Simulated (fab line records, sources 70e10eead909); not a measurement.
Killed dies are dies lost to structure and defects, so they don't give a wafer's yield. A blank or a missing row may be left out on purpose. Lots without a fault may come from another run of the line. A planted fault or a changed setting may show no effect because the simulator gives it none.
A struck lot beside a sound one | flow nand_harc | 13 steps out of a route of 1159
Sound: wafers L448.1, L448.2, L448.6. Struck: wafer L458.1. (L458.2, L458.6 of the same lot were not struck and are left out.) The cause comes at the end.
At each step with rows: each side's tool, then ch and its chambers, then its first start. Under that, the readings that differ: sound wafers | struck wafers | difference of the means | sigmas: that difference in standard deviations of wafers without a fault.
alike: readings whose means differ by less than 2 such deviations, and words and numbers that are the same on both sides. not compared: withheld readings, readings that some wafer has no value for, bounds like >300 that may hide the same value, and numbers for which the record gives no deviation and whose values overlap.
The two part at a step that has a row with sigmas, a row that says differs or no value, or rows on one side only. Numbers that don't overlap but have no deviation are shown without sigmas and don't part them. A reading that every wafer of one side lacks parts them only if that side has two wafers or more.

first, 3 steps without rows for these wafers: NHARC_A_STAIRCASE_HARDBAKE_185 (time 140 s); NHARC_A_STAIRCASE_DESCUM_186 (chemistry O2, time 3 s); NHARC_A_STAIRCASE_TRIM_187 (chemistry O2, time 211.2 s).
NHARC_A_STAIRCASE_ETCH_188: etches the open film in C4F8/O2, target depth 100 nm, time 40.5 s.
  sound on rie_diel-13 ch 1,3; struck on rie_diel-13 ch 0
  alike: oes_product_au, rf_vpp_V
  not compared: rf_hours_counter_h
then, 2 steps without rows for these wafers: NHARC_A_STAIRCASE_TRIM_189 (chemistry O2, time 211.2 s); NHARC_A_STAIRCASE_ETCH_190 (etches the open film in C4F8/O2, target depth 100 nm, time 40.5 s).
NHARC_A_STAIRCASE_TRIM_191: chemistry O2, time 211.2 s.
  sound on rie_diel-13 ch 2,3; struck on rie_diel-13 ch 1
  reading            | sound             | struck | difference | sigmas
  mfc_ar_sccm (sccm) | 0.000 0.002 0.000 | 0.030  | +0.029     | +3
  alike: drypump_motor_current_A, oes_product_au, rf_vpp_V, run_length_s, showerhead_plenum_p_Torr, throttle_valve_pct
  not compared: rf_hours_counter_h
NHARC_A_STAIRCASE_ETCH_192: etches the open film in C4F8/O2, target depth 100 nm, time 40.5 s.
  sound on rie_diel-13 ch 0,1,3; struck on rie_diel-13 ch 3
  alike: oes_product_au, rf_vpp_V
  not compared: rf_hours_counter_h
then, 1 step without rows for these wafers: NHARC_A_STAIRCASE_TRIM_193 (chemistry O2, time 211.2 s).
NHARC_A_STAIRCASE_ETCH_194: etches the open film in C4F8/O2, target depth 100 nm, time 40.5 s.
  sound on rie_diel-13 ch 1,2; struck on rie_diel-13 ch 1
  reading               | sound             | struck | difference | sigmas
  oes_product_au (a.u.) | 0.932 0.934 0.940 | 0.956  | +0.021     | +2
  alike: rf_vpp_V
  not compared: rf_hours_counter_h
NHARC_A_STAIRCASE_TRIM_196: chemistry O2, time 211.2 s.
  sound on rie_diel-02 ch 1,2,3, day 11 03:08; struck on rie_diel-06 ch 0, day 14 14:02
  reading          | sound             | struck | difference | sigmas
  run_length_s (s) | 232.3 233.0 233.2 | 291.9  | +59.1      | +99 or more
  alike: drypump_motor_current_A, mfc_ar_sccm, oes_product_au, rf_vpp_V, showerhead_plenum_p_Torr, throttle_valve_pct
  not compared: rf_hours_counter_h
NHARC_A_STAIRCASE_ETCH_197: etches the open film in C4F8/O2, target depth 100 nm, time 40.5 s.
  sound on rie_diel-02 ch 1,2; struck on rie_diel-06 ch 0
  alike: oes_product_au, rf_vpp_V
  not compared: rf_hours_counter_h
then, 1 step without rows for these wafers: NHARC_END_SORT_01.

WHERE THEY PART
First at NHARC_A_STAIRCASE_TRIM_191; last, within this record, at NHARC_A_STAIRCASE_TRIM_196. Later steps at which nothing parts them and some readings are alike: NHARC_A_STAIRCASE_ETCH_197.

WHY: what the simulator had put in
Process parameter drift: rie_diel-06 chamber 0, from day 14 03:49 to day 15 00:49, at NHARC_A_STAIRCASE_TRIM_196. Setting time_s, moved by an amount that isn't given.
